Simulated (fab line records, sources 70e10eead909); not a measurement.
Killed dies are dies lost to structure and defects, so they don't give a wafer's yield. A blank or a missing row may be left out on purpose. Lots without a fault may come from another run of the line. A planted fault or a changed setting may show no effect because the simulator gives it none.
Which tool did it? | flow nand_harc | 21 lots, 63 wafers sampled, at 6 steps of a route of 1302

WHAT THE GAUGES READ, wafer by wafer
The record holds no reading of a measuring or inspecting step that can be judged against a usual standard deviation.

WHICH TOOL RAN EACH LOT (tool, then ch and the chambers of the sampled wafers, then the start)
lot  | NHARC_A_CHANNEL_FILL_D2_STRIP_28   | NHARC_A_STAIRCASE_TRIM_16                     | NHARC_A_STAIRCASE_ETCH_25                     | NHARC_A_STAIRCASE_TRIM_220         | NHARC_A_STAIRCASE_ETCH_230     | NHARC_A_STAIRCASE_TRIM_231
L074 | rie_diel-06 ch 1,2,3, day 14 07:47 | rie_diel-12 ch 2,3, day 15 18:26 or earlier   | rie_diel-04 ch 0,1,2, day 15 18:26 or earlier | rie_diel-12 ch 0,1,3, day 15 18:26 | rie_diel-12 ch 1,2, no start   | rie_diel-12 ch 0,2,3, no start
L075 | rie_diel-06 ch 0,1, day 14 16:54   | rie_diel-12 ch 1,2,3, day 16 04:36 or earlier | rie_diel-12 ch 0,3, day 16 04:36 or earlier   | rie_diel-05 ch 1,2,3, day 16 04:36 | rie_diel-05 ch 0,1,3, no start | rie_diel-05 ch 0,1,2, no start
L076 | rie_diel-02 ch 1,2, day 15 05:13   | rie_diel-05 ch 1,3, day 16 17:02 or earlier   | rie_diel-05 ch 0,2,3, day 16 17:02 or earlier | rie_diel-05 ch 0,1,3, day 16 17:02 | rie_diel-04 ch 1,2, no start   | rie_diel-04 ch 0,1,3, no start
L077 | rie_diel-06 ch 1,3, day 15 13:56   | rie_diel-05 ch 0,2,3, day 17 01:17 or earlier | rie_diel-05 ch 1,3, day 17 01:17 or earlier   | rie_diel-05 ch 0,2, day 17 01:17   | rie_diel-05 ch 1,3, no start   | rie_diel-05 ch 1,3, no start
L078 | rie_diel-02 ch 2,3, day 15 13:58   | rie_diel-04 ch 2,3, day 17 00:42 or earlier   | rie_diel-04 ch 2,3, day 17 00:42 or earlier   | rie_diel-05 ch 0,1, day 17 00:42   | rie_diel-12 ch 0,2, no start   | rie_diel-12 ch 1,3, no start
L079 | rie_diel-08 ch 2,3, day 16 18:01   | rie_diel-05 ch 1,2, day 18 04:31 or earlier   | rie_diel-04 ch 0,1,2, day 18 04:31 or earlier | rie_diel-04 ch 1,2,3, day 18 04:31 | rie_diel-04 ch 0,1,3, no start | rie_diel-04 ch 0,1, no start
L080 | rie_diel-08 ch 1,2, day 17 03:16   | rie_diel-04 ch 0,2, day 18 20:32 or earlier   | rie_diel-04 ch 0,1,3, day 18 20:32 or earlier | rie_diel-12 ch 1,2,3, day 18 20:32 | rie_diel-05 ch 0,3, no start   | rie_diel-05 ch 0,1, no start
L081 | rie_diel-02 ch 0,1,2, day 17 03:17 | rie_diel-04 ch 0,1,3, day 18 14:55 or earlier | rie_diel-05 ch 1,2, day 18 14:55 or earlier   | rie_diel-04 ch 0,1,3, day 18 14:55 | rie_diel-04 ch 0,1, no start   | rie_diel-04 ch 0,3, no start
L082 | rie_diel-02 ch 0,2,3, day 17 19:14 | rie_diel-05 ch 0,2,3, day 19 07:04 or earlier | rie_diel-05 ch 1,3, day 19 07:04 or earlier   | rie_diel-05 ch 2,3, day 19 07:04   | rie_diel-05 ch 0,3, no start   | rie_diel-05 ch 0,3, no start
L085 | rie_diel-06 ch 0,2,3, day 18 16:44 | rie_diel-12 ch 0,2,3, day 20 08:39 or earlier | rie_diel-05 ch 0,3, day 20 08:39 or earlier   | rie_diel-12 ch 0,1,2, day 20 08:39 | rie_diel-05 ch 1,2,3, no start | rie_diel-05 ch 1,2,3, no start
L086 | rie_diel-06 ch 0,2,3, day 19 06:05 | rie_diel-04 ch 0,3, day 20 19:18 or earlier   | rie_diel-04 ch 0,3, day 20 19:18 or earlier   | rie_diel-04 ch 0,1, day 20 19:18   | rie_diel-12 ch 0,1, no start   | rie_diel-12 ch 1,2, no start
L087 | rie_diel-06 ch 0,1,3, day 19 12:49 | rie_diel-12 ch 0,1,2, day 21 00:26 or earlier | rie_diel-12 ch 0,1,3, day 21 00:26 or earlier | rie_diel-12 ch 1,2,3, day 21 00:26 | rie_diel-05 ch 0,2,3, no start | rie_diel-05 ch 0,1,2, no start
L089 | rie_diel-08 ch 1,2,3, day 20 12:13 | rie_diel-04 ch 0,2,3, day 21 22:45 or earlier | rie_diel-12 ch 0,1,3, day 21 22:45 or earlier | rie_diel-12 ch 0,2,3, day 21 22:45 | rie_diel-12 ch 0,1,2, no start | rie_diel-12 ch 1,2,3, no start
L088 | rie_diel-02 ch 0,1,2, day 20 12:13 | rie_diel-04 ch 0,1,2, day 21 22:58 or earlier | rie_diel-04 ch 1,2, day 21 22:58 or earlier   | rie_diel-05 ch 0,1, day 21 22:58   | rie_diel-04 ch 0,1,2, no start | rie_diel-04 ch 0,2, no start
L091 | rie_diel-02 ch 0,1,3, day 21 10:04 | rie_diel-04 ch 1,2,3, day 22 22:00 or earlier | rie_diel-12 ch 1,2,3, day 22 22:00 or earlier | rie_diel-05 ch 1,2,3, day 22 22:00 | rie_diel-05 ch 0,1,2, no start | rie_diel-05 ch 1,2,3, no start
L093 | rie_diel-06 ch 0,1,2, day 22 06:19 | rie_diel-12 ch 1,2,3, day 23 19:10 or earlier | rie_diel-12 ch 0,2,3, day 23 19:10 or earlier | rie_diel-04 ch 0,2,3, day 23 19:10 | rie_diel-12 ch 0,1,2, no start | rie_diel-12 ch 2,3, no start
L092 | rie_diel-02 ch 0,1,2, day 22 06:19 | rie_diel-05 ch 0,1, day 23 21:01 or earlier   | rie_diel-05 ch 0,2, day 23 21:01 or earlier   | rie_diel-04 ch 1,3, day 23 21:01   | rie_diel-12 ch 2,3, no start   | rie_diel-12 ch 0,1, no start
L094 | rie_diel-02 ch 0,2,3, day 22 19:07 | rie_diel-04 ch 1,3, day 24 05:30 or earlier   | rie_diel-04 ch 0,2, day 24 05:30 or earlier   | rie_diel-04 ch 0,2,3, day 24 05:30 | rie_diel-05 ch 0,2, no start   | rie_diel-05 ch 0,1,2, no start
L095 | rie_diel-06 ch 1,3, day 23 08:51   | rie_diel-05 ch 0,1,2, day 24 20:32 or earlier | rie_diel-05 ch 2,3, day 24 20:32 or earlier   | rie_diel-05 ch 1,2,3, day 24 20:32 | rie_diel-04 ch 0,2, no start   | rie_diel-04 ch 1,3, no start
L096 | rie_diel-08 ch 0,1,3, day 23 08:52 | rie_diel-05 ch 0,1,3, day 24 20:42 or earlier | rie_diel-05 ch 1,2,3, day 24 20:42 or earlier | rie_diel-12 ch 1,2,3, day 24 20:42 | rie_diel-05 ch 0,1,3, no start | rie_diel-05 ch 1,2,3, no start
L097 | rie_diel-06 ch 0,1, day 23 21:40   | rie_diel-04 ch 2,3, day 25 08:47 or earlier   | rie_diel-05 ch 1,2,3, day 25 08:47 or earlier | rie_diel-12 ch 1,2,3, day 25 08:47 | rie_diel-12 ch 1,2,3, no start | rie_diel-12 ch 1,2,3, no start
- NHARC_A_CHANNEL_FILL_D2_STRIP_28: strips in O2, time 20 s.
- NHARC_A_STAIRCASE_TRIM_16: chemistry O2, time 211.2 s.
- NHARC_A_STAIRCASE_ETCH_25: etches the open film in C4F8/O2, target depth 100 nm, time 40.5 s.
- NHARC_A_STAIRCASE_TRIM_220: chemistry O2, time 211.2 s.
- NHARC_A_STAIRCASE_ETCH_230: etches the open film in C4F8/O2, target depth 100 nm, time 40.5 s.
- NHARC_A_STAIRCASE_TRIM_231: chemistry O2, time 211.2 s.

WHAT THE TOOLS THEMSELVES READ (means of the sampled wafers that have a number; where no wafer has one, the mark that the record gives instead)
NHARC_A_CHANNEL_FILL_D2_STRIP_28. Usual: drypump_motor_current_A 5.7 A, standard deviation 0.53; o2_flow_sccm 499.9 sccm, standard deviation 1.5; oes_product_au 0.995 a.u., standard deviation 0.013; rf_vpp_V 57.6 V, standard deviation 0.92; showerhead_plenum_p_Torr 3.46 Torr, standard deviation 0.11; throttle_valve_pct 17.037 %, standard deviation 0.0093.
lot  | tool        | drypump_motor_current_A (A) | o2_flow_sccm (sccm) | oes_product_au (a.u.) | rf_vpp_V (V) | showerhead_plenum_p_Torr (Torr) | throttle_valve_pct (%) | flag
L074 | rie_diel-06 | 5.4                         | 500.8               | 0.993                 | 57.4         | 3.43                            | 17.033                 |
L075 | rie_diel-06 | 5.7                         | 499.1               | 0.989                 | 57.0         | 3.40                            | 17.031                 |
L076 | rie_diel-02 | 6.0                         | 498.8               | 0.996                 | 57.7         | 3.57                            | 17.035                 |
L077 | rie_diel-06 | 5.4                         | 501.0               | 0.995                 | 57.4         | 3.36                            | 17.031                 |
L078 | rie_diel-02 | 5.4                         | 500.0               | 0.996                 | 57.8         | 3.41                            | 17.035                 |
L079 | rie_diel-08 | 6.1                         | 500.5               | 1.002                 | 57.4         | 3.51                            | 17.034                 |
L080 | rie_diel-08 | 6.3                         | 500.4               | 0.988                 | 58.5         | 3.58                            | 17.032                 |
L081 | rie_diel-02 | 5.6                         | 499.2               | 0.990                 | 58.3         | 3.49                            | 17.030                 |
L082 | rie_diel-02 | 5.5                         | 499.1               | 1.001                 | 57.4         | 3.38                            | 17.044                 |
L085 | rie_diel-06 | 5.5                         | 500.1               | 0.973                 | 58.0         | 3.46                            | 17.028                 |
L086 | rie_diel-06 | 5.6                         | 498.7               | 0.987                 | 58.2         | 3.46                            | 17.035                 |
L087 | rie_diel-06 | 5.6                         | 500.1               | 0.998                 | 57.0         | 3.38                            | 17.030                 |
L089 | rie_diel-08 | 6.0                         | 498.8               | 1.015                 | 58.2         | 3.48                            | 17.044                 |
L088 | rie_diel-02 | 5.6                         | 500.5               | 0.997                 | 58.3         | 3.48                            | 17.040                 |
L091 | rie_diel-02 | 6.1                         | 500.2               | 1.001                 | 57.8         | 3.43                            | 17.043                 |
L093 | rie_diel-06 | 5.6                         | 500.4               | 0.995                 | 56.5         | 3.45                            | 17.039                 |
L092 | rie_diel-02 | 5.6                         | 500.2               | 0.989                 | 57.1         | 3.48                            | 17.047                 |
L094 | rie_diel-02 | 5.5                         | 499.8               | 0.988                 | 57.1         | 3.38                            | 17.040                 |
L095 | rie_diel-06 | 5.4                         | 498.4               | 1.001                 | 58.3         | 3.35                            | 17.030                 |
L096 | rie_diel-08 | 5.9                         | 500.0               | 1.012                 | 57.4         | 3.46                            | 17.047                 |
L097 | rie_diel-06 | 5.5                         | 499.0               | 0.987                 | 57.0         | 3.37                            | 17.032                 |

NHARC_A_STAIRCASE_TRIM_16. Usual: drypump_motor_current_A 5.83 A, standard deviation 0.26; o2_flow_sccm 500.1 sccm, standard deviation 1.7; oes_product_au 1.003 a.u., standard deviation 0.015; rf_vpp_V 57.7 V, standard deviation 0.88; showerhead_plenum_p_Torr 3.49 Torr, standard deviation 0.11; throttle_valve_pct 17.035 %, standard deviation 0.0096.
lot  | tool        | drypump_motor_current_A (A) | o2_flow_sccm (sccm) | oes_product_au (a.u.) | rf_vpp_V (V) | showerhead_plenum_p_Torr (Torr) | throttle_valve_pct (%) | flag
L074 | rie_diel-12 | 5.67                        | 498.6               | 0.991                 | 57.7         | 3.43                            | 17.033                 |
L075 | rie_diel-12 | 5.75                        | 501.4               | 0.990                 | 57.6         | 3.48                            | 17.034                 |
L076 | rie_diel-05 | 5.98                        | 502.6               | 1.007                 | 57.2         | 3.36                            | 17.037                 |
L077 | rie_diel-05 | 5.75                        | 499.4               | 0.995                 | 57.2         | 3.46                            | 17.025                 |
L078 | rie_diel-04 | 6.01                        | 499.5               | 1.005                 | 58.1         | 3.63                            | 17.039                 |
L079 | rie_diel-05 | 6.08                        | 499.4               | 1.005                 | 57.0         | 3.38                            | 17.042                 |
L080 | rie_diel-04 | 6.04                        | 499.7               | 1.018                 | 57.6         | 3.60                            | 17.030                 |
L081 | rie_diel-04 | 5.71                        | 500.1               | 1.009                 | 57.8         | 3.54                            | 17.022                 |
L082 | rie_diel-05 | 5.77                        | 500.0               | 0.994                 | 57.5         | 3.45                            | 17.032                 |
L085 | rie_diel-12 | 5.76                        | 500.5               | 0.990                 | 57.4         | 3.42                            | 17.039                 |
L086 | rie_diel-04 | 5.67                        | 499.2               | 1.005                 | 57.4         | 3.49                            | 17.031                 |
L087 | rie_diel-12 | 5.82                        | 499.3               | 1.009                 | 57.4         | 3.48                            | 17.024                 |
L089 | rie_diel-04 | 5.95                        | 498.3               | 1.018                 | 58.4         | 3.56                            | 17.038                 |
L088 | rie_diel-04 | 5.93                        | 498.7               | 1.011                 | 57.2         | 3.61                            | 17.037                 |
L091 | rie_diel-04 | 5.81                        | 499.4               | 1.000                 | 58.4         | 3.58                            | 17.045                 |
L093 | rie_diel-12 | 5.73                        | 500.7               | 0.983                 | 57.5         | 3.45                            | 17.036                 |
L092 | rie_diel-05 | 5.86                        | 499.8               | 0.995                 | 57.9         | 3.34                            | 17.038                 |
L094 | rie_diel-04 | 5.56                        | 499.7               | 1.000                 | 59.1         | 3.54                            | 17.036                 |
L095 | rie_diel-05 | 5.86                        | 499.5               | 0.996                 | 57.8         | 3.40                            | 17.040                 |
L096 | rie_diel-05 | 5.74                        | 501.7               | 1.002                 | 57.4         | 3.37                            | 17.037                 |
L097 | rie_diel-04 | 6.02                        | 501.7               | 1.027                 | 58.1         | 3.60                            | 17.037                 |

NHARC_A_STAIRCASE_ETCH_25. Usual: oes_product_au 0.946 a.u., standard deviation 0.017; rf_vpp_V 894 V, standard deviation 4.
lot  | tool        | oes_product_au (a.u.) | rf_vpp_V (V) | flag
L074 | rie_diel-04 | 0.953                 | 899          |
L075 | rie_diel-12 | 0.933                 | 891          |
L076 | rie_diel-05 | 0.931                 | 894          |
L077 | rie_diel-05 | 0.944                 | 891          |
L078 | rie_diel-04 | 0.947                 | 899          |
L079 | rie_diel-04 | 0.957                 | 899          |
L080 | rie_diel-04 | 0.949                 | 897          |
L081 | rie_diel-05 | 0.956                 | 892          |
L082 | rie_diel-05 | 0.948                 | 891          |
L085 | rie_diel-05 | 0.938                 | 892          |
L086 | rie_diel-04 | 0.954                 | 896          |
L087 | rie_diel-12 | 0.937                 | 892          |
L089 | rie_diel-12 | 0.952                 | 891          |
L088 | rie_diel-04 | 0.944                 | 900          |
L091 | rie_diel-12 | 0.933                 | 894          |
L093 | rie_diel-12 | 0.921                 | 891          |
L092 | rie_diel-05 | 0.926                 | 893          |
L094 | rie_diel-04 | 0.970                 | 897          |
L095 | rie_diel-05 | 0.952                 | 893          |
L096 | rie_diel-05 | 0.950                 | 891          |
L097 | rie_diel-05 | 0.960                 | 891          |

NHARC_A_STAIRCASE_TRIM_220. Usual: drypump_motor_current_A 5.81 A, standard deviation 0.24; o2_flow_sccm 499.7 sccm, standard deviation 1.4; oes_product_au 1.002 a.u., standard deviation 0.016; rf_vpp_V 57.7 V, standard deviation 0.87; showerhead_plenum_p_Torr 3.48 Torr, standard deviation 0.099; throttle_valve_pct 17.037 %, standard deviation 0.0089.
lot  | tool        | drypump_motor_current_A (A) | o2_flow_sccm (sccm) | oes_product_au (a.u.) | rf_vpp_V (V) | showerhead_plenum_p_Torr (Torr) | throttle_valve_pct (%) | flag
L074 | rie_diel-12 | 5.77                        | 500.0               | 0.995                 | 57.5         | 3.44                            | 17.045                 |
L075 | rie_diel-05 | 5.99                        | 501.4               | 1.007                 | 57.0         | 3.42                            | 17.039                 |
L076 | rie_diel-05 | 5.75                        | 500.2               | 0.988                 | 57.6         | 3.40                            | 17.039                 |
L077 | rie_diel-05 | 5.66                        | 499.1               | 0.984                 | 57.2         | 3.47                            | 17.044                 |
L078 | rie_diel-05 | 5.83                        | 499.2               | 0.997                 | 56.6         | 3.37                            | 17.044                 |
L079 | rie_diel-04 | 5.80                        | 500.2               | 1.012                 | 58.7         | 3.59                            | 17.034                 |
L080 | rie_diel-12 | 5.74                        | 500.1               | 1.004                 | 57.8         | 3.47                            | 17.040                 |
L081 | rie_diel-04 | 5.70                        | 500.2               | 1.014                 | 57.3         | 3.54                            | 17.034                 |
L082 | rie_diel-05 | 5.98                        | 499.4               | 0.998                 | 57.8         | 3.46                            | 17.031                 |
L085 | rie_diel-12 | 5.84                        | 500.2               | 0.996                 | 57.2         | 3.48                            | 17.038                 |
L086 | rie_diel-04 | 5.72                        | 498.7               | 0.999                 | 58.6         | 3.58                            | 17.043                 |
L087 | rie_diel-12 | 5.74                        | 499.4               | 0.999                 | 57.3         | 3.46                            | 17.042                 |
L089 | rie_diel-12 | 5.77                        | 501.0               | 0.987                 | 57.0         | 3.42                            | 17.032                 |
L088 | rie_diel-05 | 5.64                        | 499.9               | 0.993                 | 56.9         | 3.39                            | 17.042                 |
L091 | rie_diel-05 | 6.00                        | 500.4               | 0.998                 | 57.6         | 3.39                            | 17.044                 |
L093 | rie_diel-04 | 5.91                        | 499.2               | 1.023                 | 58.3         | 3.55                            | 17.029                 |
L092 | rie_diel-04 | 5.56                        | 498.5               | 1.011                 | 57.7         | 3.54                            | 17.046                 |
L094 | rie_diel-04 | 5.91                        | 498.6               | 1.014                 | 57.6         | 3.55                            | 17.036                 |
L095 | rie_diel-05 | 5.98                        | 500.1               | 1.014                 | 57.7         | 3.38                            | 17.038                 |
L096 | rie_diel-12 | 5.74                        | 500.5               | 0.985                 | 56.9         | 3.45                            | 17.043                 |
L097 | rie_diel-12 | 5.75                        | 499.6               | 0.987                 | 57.2         | 3.44                            | 17.040                 |

NHARC_A_STAIRCASE_ETCH_230. Usual: oes_product_au 0.950 a.u., standard deviation 0.021; rf_vpp_V 894 V, standard deviation 3.8.
lot  | tool        | oes_product_au (a.u.) | rf_vpp_V (V) | flag
L074 | rie_diel-12 | 0.943                 | 897          |
L075 | rie_diel-05 | 0.946                 | 891          |
L076 | rie_diel-04 | 0.963                 | 901          |
L077 | rie_diel-05 | 0.941                 | 890          |
L078 | rie_diel-12 | 0.931                 | 894          |
L079 | rie_diel-04 | 0.961                 | 898          |
L080 | rie_diel-05 | 0.967                 | 892          |
L081 | rie_diel-04 | 0.962                 | 898          |
L082 | rie_diel-05 | 0.932                 | 892          |
L085 | rie_diel-05 | 0.924                 | 891          |
L086 | rie_diel-12 | 0.979                 | 895          |
L087 | rie_diel-05 | 0.954                 | 893          |
L089 | rie_diel-12 | 0.948                 | 895          |
L088 | rie_diel-04 | 0.970                 | 899          |
L091 | rie_diel-05 | 0.944                 | 891          |
L093 | rie_diel-12 | 0.958                 | 894          |
L092 | rie_diel-12 | 0.929                 | 892          |
L094 | rie_diel-05 | 0.951                 | 893          |
L095 | rie_diel-04 | 0.990                 | 900          |
L096 | rie_diel-05 | 0.959                 | 891          |
L097 | rie_diel-12 | 0.930                 | 892          |

NHARC_A_STAIRCASE_TRIM_231. Usual: drypump_motor_current_A 5.83 A, standard deviation 0.25; o2_flow_sccm 500.1 sccm, standard deviation 1.4; oes_product_au 1.002 a.u., standard deviation 0.016; rf_vpp_V 57.7 V, standard deviation 0.92; showerhead_plenum_p_Torr 3.47 Torr, standard deviation 0.1; throttle_valve_pct 17.037 %, standard deviation 0.0081.
lot  | tool        | drypump_motor_current_A (A) | o2_flow_sccm (sccm) | oes_product_au (a.u.) | rf_vpp_V (V) | showerhead_plenum_p_Torr (Torr) | throttle_valve_pct (%) | flag
L074 | rie_diel-12 | 5.73                        | 501.4               | 0.998                 | 57.3         | 3.44                            | 17.041                 |
L075 | rie_diel-05 | 5.86                        | 500.0               | 1.000                 | 57.9         | 3.43                            | 17.040                 |
L076 | rie_diel-04 | 5.70                        | 499.7               | 1.008                 | 57.2         | 3.55                            | 17.034                 |
L077 | rie_diel-05 | 5.97                        | 500.2               | 1.009                 | 56.6         | 3.35                            | 17.030                 |
L078 | rie_diel-12 | 5.75                        | 499.9               | 0.995                 | 57.4         | 3.48                            | 17.043                 |
L079 | rie_diel-04 | 5.70                        | 501.1               | 1.003                 | 56.6         | 3.59                            | 17.032                 |
L080 | rie_diel-05 | 5.64                        | 500.7               | 1.007                 | 57.9         | 3.40                            | 17.044                 |
L081 | rie_diel-04 | 5.67                        | 499.7               | 1.015                 | 57.8         | 3.50                            | 17.035                 |
L082 | rie_diel-05 | 5.53                        | 499.5               | 1.001                 | 58.1         | 3.43                            | 17.033                 |
L085 | rie_diel-05 | 5.98                        | 500.2               | 1.005                 | 57.9         | 3.40                            | 17.040                 |
L086 | rie_diel-12 | 5.82                        | 501.9               | 0.996                 | 58.9         | 3.52                            | 17.039                 |
L087 | rie_diel-05 | 5.85                        | 500.3               | 1.002                 | 58.8         | 3.41                            | 17.037                 |
L089 | rie_diel-12 | 5.74                        | 500.2               | 0.992                 | 57.5         | 3.46                            | 17.041                 |
L088 | rie_diel-04 | 6.15                        | 498.0               | 1.001                 | 57.8         | 3.64                            | 17.036                 |
L091 | rie_diel-05 | 5.96                        | 500.1               | 1.005                 | 57.4         | 3.39                            | 17.035                 |
L093 | rie_diel-12 | 5.75                        | 501.9               | 0.972                 | 58.6         | 3.45                            | 17.043                 |
L092 | rie_diel-12 | 5.85                        | 500.8               | 1.024                 | 56.8         | 3.47                            | 17.026                 |
L094 | rie_diel-05 | 5.84                        | 499.0               | 1.000                 | 56.9         | 3.39                            | 17.038                 |
L095 | rie_diel-04 | 5.59                        | 499.9               | 1.009                 | 57.3         | 3.50                            | 17.050                 |
L096 | rie_diel-05 | 5.97                        | 499.7               | 1.009                 | 57.1         | 3.38                            | 17.043                 |
L097 | rie_diel-12 | 5.74                        | 498.8               | 0.976                 | 57.3         | 3.44                            | 17.041                 |

THE ANSWER, worked out from the rows above alone
Rule: a lot is off if the mean of its wafers that have a number lies more than 3 standard deviations from the usual mean. A lot without any number at a reading at which 4 lots or more have one is off too. The other lots that the step has rows for count as sound. The gauges are gone through in route order, then the tools' own readings, and for those a lot's mean is taken as printed above. The first step at which some lot is off is used, and at that step the reading that is off furthest; a lot without a number counts as furthest.
No lot is off at any reading shown: from this, nothing can be told.

WHAT THE SIMULATOR HAD PUT IN
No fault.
